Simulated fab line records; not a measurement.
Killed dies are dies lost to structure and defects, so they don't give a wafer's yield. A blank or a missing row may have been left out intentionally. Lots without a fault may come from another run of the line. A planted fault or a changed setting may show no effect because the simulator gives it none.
Split-lot trial -- flow n5_finfet -- 7 lots, 21 wafers read, on a route of 1938 steps

## THE SPLIT ITSELF
At N5_BEOL_M3_ETCH_41 (etches SiCN in CH3F/O2, target depth 29.9 nm, time 52.5 s), the setting target_depth_a was moved away from the recipe's 299 angstrom on 8 of the 21 wafers read, by -10.6% to +6.0%. This setting was run at the recipe's value on the other wafers.

The reading comes from the split's own step.

## THE READING
etch.depth_nm (the simulator's own value, which no gauge read), in nm, at N5_BEOL_M3_ETCH_41 (etches SiCN in CH3F/O2, target depth 29.9 nm, time 52.5 s). The file does not state a usual value for it. Average 19.83 nm, standard deviation 0.3 nm, over the 13 wafers here run with the recipe.

wafer,"tool, chamber at the split","target_depth_a as run, angstrom",against the recipe,"etch.depth_nm, nm",against lot-mates on the recipe
L074.1,"rie_diel-04, 0",269.8,-9.8%,18.11,-1.95
L074.4,"rie_diel-04, 3",299,recipe,20.02,-
L074.5,"rie_diel-04, 3",299,recipe,20.11,-
L084.1,"rie_diel-06, 2",299,recipe,20.12,-
L084.2,"rie_diel-06, 0",299,recipe,19.49,-
L084.5,"rie_diel-06, 3",316.8,+6.0%,20.91,+1.11
L087.3,"rie_diel-02, 2",309.2,+3.4%,20.45,+0.58
L087.5,"rie_diel-02, 2",299,recipe,19.86,-
L087.6,"rie_diel-02, 1",299,recipe,19.87,-
L086.2,"rie_diel-06, 2",299,recipe,19.65,-
L086.5,"rie_diel-06, 3",267.4,-10.6%,17.61,-2.04
L086.6,"rie_diel-06, 2",267.4,-10.6%,17.74,-1.91
L089.2,"rie_diel-06, 3",299,recipe,19.4,-
L089.4,"rie_diel-06, 2",299,recipe,19.7,-
L089.6,"rie_diel-06, 0",299,recipe,19.35,-
L093.1,"rie_diel-02, 1",299,recipe,19.67,-
L093.2,"rie_diel-02, 0",276.5,-7.5%,18.08,-1.86
L093.4,"rie_diel-02, 3",299,recipe,20.2,-
L094.3,"rie_diel-06, 1",299,recipe,20.31,-
L094.4,"rie_diel-06, 2",271.1,-9.3%,17.97,-2.34
L094.5,"rie_diel-06, 2",271.1,-9.3%,17.9,-2.41

THE FIT
A straight line over all 21 wafers: etch.depth_nm changes by +0.199 nm for each +1% of target_depth_a; r = +0.97; the points scatter about the line by 0.26 nm.
The same after taking each lot's own level away (the mean of its wafers on the recipe; 21 wafers): +0.211 nm for each +1%; r = +0.98; scatter 0.23 nm.
On that fit, the largest move of target_depth_a shifts the reading by 2.2 nm.
Measured against the standard deviation above, the lots' own levels, which go from 19.483 to 20.310 nm, span 2.8 times it.
The two slopes are in agreement: the lot-to-lot level therefore moves the slope only a little.
Check: with one of the wafers moved furthest among these (-10.6%) left out of the fit, the line predicts -2.32 nm for it against its lot-mates. It came out at -2.04 nm against them.

## OTHER SPLITS ON THESE WAFERS
Note: prior to the reading, these wafers also went through further splits. Each is held against what the fit with the lots' levels taken away leaves over:
other split on the same wafers,wafers away from the commonest value,r with etch.depth_nm (lot level and that fit taken away)
N5_BEOL_M0_SAQP_SPACER2_ALD_26 target_thk_a,8,+0.13
N5_BEOL_M0_CUTY_ETCH_63 source_w,9,+0.17
N5_BEOL_M1_VIA_ETCH_34 time_s,8,-0.13
N5_BEOL_M1_TRENCH_ETCH_37 source_w,5,+0.11
N5_BEOL_M2_ETCH_69 bias_w,5,+0.11

## FILE'S OWN FIT
etch.depth_nm changes by +0.213 nm for each +1% of target_depth_a, r = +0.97.
